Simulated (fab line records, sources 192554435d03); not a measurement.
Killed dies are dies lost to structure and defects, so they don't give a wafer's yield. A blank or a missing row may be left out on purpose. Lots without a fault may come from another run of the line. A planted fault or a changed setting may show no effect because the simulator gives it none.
Split-lot experiment | flow n5_finfet | 7 lots, 21 wafers read, on a route of 1938 steps

THE SPLIT
At N5_HKMG_FIN_ETCH_32 (etches SOC in N2/H2, target depth 240 nm, time 300 s), the setting bias_w was moved away from the recipe's 150 W on 9 of the 21 wafers read, by -15.1% to +10.9%. The other wafers ran this setting at the recipe's value.

The reading is taken at the split's own step.

THE READING
rf_vpp_V, in V, at N5_HKMG_FIN_ETCH_32 (etches SOC in N2/H2, target depth 240 nm, time 300 s). Fault-free wafers of this fab line usually give 523.3 V, standard deviation 2.3 V.

wafer  | tool, chamber at the split | bias_w as run, W | against the recipe | rf_vpp_V, V | against lot-mates on the recipe
L075.2 | rie_diel-01, 0             | 150              | recipe             | 522.0       | -
L075.4 | rie_diel-01, 0             | 127.4            | -15.1%             | 470.0       | -52.0
L075.5 | rie_diel-01, 2             | 127.4            | -15.1%             | 474.1       | -47.9
L077.1 | rie_diel-04, 0             | 160.9            | +7.3%              | 543.4       | +19.2
L077.3 | rie_diel-04, 1             | 150              | recipe             | 524.1       | -
L077.5 | rie_diel-04, 1             | 150              | recipe             | 524.3       | -
L080.2 | rie_diel-01, 1             | 150              | recipe             | 520.6       | -
L080.5 | rie_diel-01, 0             | 150              | recipe             | 520.2       | -
L080.6 | rie_diel-01, 1             | 165.8            | +10.5%             | 554.8       | +34.4
L085.2 | rie_diel-01, 0             | 150              | recipe             | 521.6       | -
L085.3 | rie_diel-01, 1             | 150              | recipe             | 521.0       | -
L085.4 | rie_diel-01, 2             | 150              | recipe             | 524.2       | -
L095.3 | rie_diel-04, 1             | 150              | recipe             | 521.8       | -
L095.4 | rie_diel-04, 1             | 160.7            | +7.1%              | 547.6       | +25.8
L095.6 | rie_diel-04, 2             | 160.7            | +7.1%              | 547.6       | +25.8
L096.1 | rie_diel-02, 2             | 150              | recipe             | 528.6       | -
L096.3 | rie_diel-02, 1             | 166.3            | +10.9%             | 559.1       | +34.8
L096.4 | rie_diel-02, 0             | 150              | recipe             | 520.1       | -
L097.3 | rie_diel-01, 1             | 127.4            | -15.1%             | 469.3       | -55.4
L097.4 | rie_diel-01, 2             | 150              | recipe             | 524.7       | -
L097.5 | rie_diel-01, 3             | 127.4            | -15.1%             | 470.7       | -54.0

THE FIT
A straight line over all 21 wafers: rf_vpp_V changes by +3.37 V for each +1% of bias_w; r = +1.00; the points scatter about the line by 2.4 V.
The same after taking each lot's own level away (the mean of its wafers on the recipe; 21 wafers): +3.4 V for each +1%; r = +1.00; scatter 2.5 V.
On that fit, the largest move of bias_w shifts the reading by 51 V.
The lots' own levels span 520.40 to 524.70 V, that is 1.9 times the standard deviation above.
So the lot-to-lot level changes the slope little: the two slopes agree.
Check: with one of the wafers moved furthest among these (-15.1%) left out of the fit, the line predicts -51.7 V for it against its lot-mates. It came out at -52 V against them.
Tool readings at the split's step, against how far the setting was moved: rf_vpp_V r = +1.00.

OTHER SPLITS ON THESE WAFERS
These wafers also went through other splits before the reading. Each is held against what the fit with the lots' levels taken away leaves over:
other split on the same wafers       | wafers away from the commonest value | r with rf_vpp_V (lot level and that fit taken away)
N5_WELL_APT_COAT_02 spin_rpm         | 7                                    | +0.52
N5_FIN_SAQP_COAT_68 spin_rpm         | 11                                   | +0.18
N5_FIN_CUT_EXPOSE_05 dose_mj         | 7                                    | +0.29
N5_DUMMY_GATE_PECVD_30 time_s        | 9                                    | -0.01
N5_DUMMY_GATE_EXPOSE_12 dose_mj      | 4                                    | +0.47
N5_SD_EPI_N_EPI_21 epi_growth_time_s | 4                                    | -0.24
N5_SD_EPI_P_COAT_34 spin_rpm         | 5                                    | +0.10

THE WHOLE CHAIN: every reading that the file lists as answering this split, in the file's order
step                | what it does                                         | reading                                                                           | change (the file's fit)               | r (the file's)
N5_HKMG_FIN_ETCH_32 | etches SOC in N2/H2, target depth 240 nm, time 300 s | rf_vpp_V                                                                          | +3.36 V for each +1% of the setting   | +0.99
N5_HKMG_FIN_ETCH_32 | etches SOC in N2/H2, target depth 240 nm, time 300 s | SiARC_of_HKMG_FIN_COAT_30.thk_nm (the simulator's own value, which no gauge read) | -0.186 nm for each +1% of the setting | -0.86

THE FILE'S OWN FIT
rf_vpp_V changes by +3.36 V for each +1% of bias_w, r = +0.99.
